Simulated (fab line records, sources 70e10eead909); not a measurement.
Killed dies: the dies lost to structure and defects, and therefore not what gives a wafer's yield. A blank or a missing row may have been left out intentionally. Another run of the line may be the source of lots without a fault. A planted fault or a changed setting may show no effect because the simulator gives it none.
Tool commonality check -- flow nand harc -- Lots sampled 12, wafers sampled 36

## WHY IT WAS OPENED
At NHARC_P_M0_CD_MEAS_09 the reading cd nm is flagged on 2 of 12 lots. No-fault wafers: 89.8 nm, standard deviation 0.44.
Rule: a lot gets a flag if all its wafers with a number sit over 4 standard deviations from that mean, or if no wafer of it has a number. All remaining lots are regarded as sound.

lot,measured,on,"cd nm (nm), wafer by wafer",flag
L104,day 6 09:07,cd sem-02,89.6 88.8 90.2,
L107,day 7 11:47,cd sem-03,89.2 89.2 89.4,
L108,day 8 01:25,cd sem-02,89.7 90.5 89.5,
L109,day 8 16:07,cd sem-01,89.7 89.6 90.0,
L111,day 9 19:55,cd sem-02,90.0 89.7 89.7,
L117,day 12 01:08,cd sem-02,89.6 89.6 89.7,
L121,day 13 09:13,cd sem-02,98.8 99.0 97.6,FLAGGED
L122,day 13 20:40,cd sem-02,96.7 96.1 96.0,FLAGGED
L123,day 14 12:40,cd sem-01,90.0 90.2 90.0,
L124,day 14 16:11,cd sem-01,89.3 89.3 89.8,
L125,day 15 04:56,cd sem-01,90.1 90.2 89.8,
L126,day 15 14:54,cd sem-02,89.9 89.9 89.5,
Average over the flagged lots: 97.4 nm; offset from the usual +7.6 nm, equal to +17 standard deviations.

## TOOL THAT RAN EACH LOT
Before the reading, the record contains 2 process steps out of a 1302-step route. In each cell: the tool, then ch and the chambers that the sampled wafers went through, then the start.
lot,flag,NHARC_P_CONTACT_CMP_24,NHARC_P_M0_PEB_07
L104,,"cmp-01 ch 1,3, day 6 07:50","litho track-06 ch 0, day 6 09:02"
L107,,"cmp-01 ch 1,2,3, day 7 10:31","litho track-06 ch 0, day 7 11:41"
L108,,"cmp-04 ch 0,2,3, day 8 00:07","litho track-01 ch 0, day 8 01:20"
L109,,"cmp-03 ch 1,2, day 8 14:49","litho track-01 ch 0, day 8 16:02"
L111,,"cmp-01 ch 0,1,3, day 9 18:39","litho track-01 ch 0, day 9 19:50"
L117,,"cmp-04 ch 0,1,3, day 11 23:58","litho track-06 ch 0, day 12 01:04"
L121,FLAGGED,"cmp-01 ch 0,3, day 13 07:55","litho track-06 ch 0, day 13 09:08"
L122,FLAGGED,"cmp-03 ch 1,2, day 13 19:29","litho track-06 ch 0, day 13 20:35"
L123,,"cmp-01 ch 0,1,3, day 14 11:32","litho track-04 ch 0, day 14 12:35"
L124,,"cmp-01 ch 0,1,3, day 14 15:01","litho track-04 ch 0, day 14 16:06"
L125,,"cmp-01 ch 0,2,3, day 15 03:40","litho track-04 ch 0, day 15 04:51"
L126,,"cmp-01 ch 0,1,2, day 15 13:38","litho track-04 ch 0, day 15 14:50"
What these steps do:
- NHARC_P_CONTACT_CMP_24: polishes, t overpolish 30 s, target thk 200 nm.
- NHARC_P_M0_PEB_07: peb time 65 s.
- NHARC_P_M0_CD_MEAS_09: target cd 90 nm.

## FLAGGED OVER TOTAL, TOOL BY TOOL (the gauges that took the reading come last)
step,tool,lots run,flagged,share of the flagged lots,sound lots run after its first flagged lot
NHARC_P_CONTACT_CMP_24,cmp-01,8,1,some,"4 (L123,L124,L125,L126)"
NHARC_P_CONTACT_CMP_24,cmp-03,2,1,some,0
NHARC_P_CONTACT_CMP_24,cmp-04,2,0,none,-
NHARC_P_M0_PEB_07,litho track-01,3,0,none,-
NHARC_P_M0_PEB_07,litho track-04,4,0,none,-
NHARC_P_M0_PEB_07,litho track-06,5,2,all,0
NHARC_P_M0_CD_MEAS_09,cd sem-01,4,0,none,-
NHARC_P_M0_CD_MEAS_09,cd sem-02,7,2,all,1 (L126)
NHARC_P_M0_CD_MEAS_09,cd sem-03,1,0,none,-

## WHAT THE TABLE ALLOWS
In 2 table rows, all flagged lots were run: litho track-06 (NHARC_P_M0_PEB_07), cd sem-02 (NHARC_P_M0_CD_MEAS_09).
- litho track-06 at NHARC_P_M0_PEB_07: 2 of its 5 lots flagged. Last sound lot L117 at day 12 01:04, first flagged lot L121 at day 13 09:08; a fault beginning in between fits. Its own readings (heater power total W, plate temp C) fall more than 4 standard deviations out on all wafers of the flagged lots.
- cd sem-02 at NHARC_P_M0_CD_MEAS_09: 2 of its 7 lots flagged. Lots that were sound ran on it after the first flagged one (L126); a persistent fault on the entire tool would not allow that.
Just one tool remains: litho track-06 at NHARC_P_M0_PEB_07.

## WHAT THE SIMULATOR HAD INSERTED
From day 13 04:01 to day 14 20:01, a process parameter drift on litho track-06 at NHARC_P_M0_PEB_07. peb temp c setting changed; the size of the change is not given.
Struck lots among those shown: L121, L122. The rule above reached the same finding.
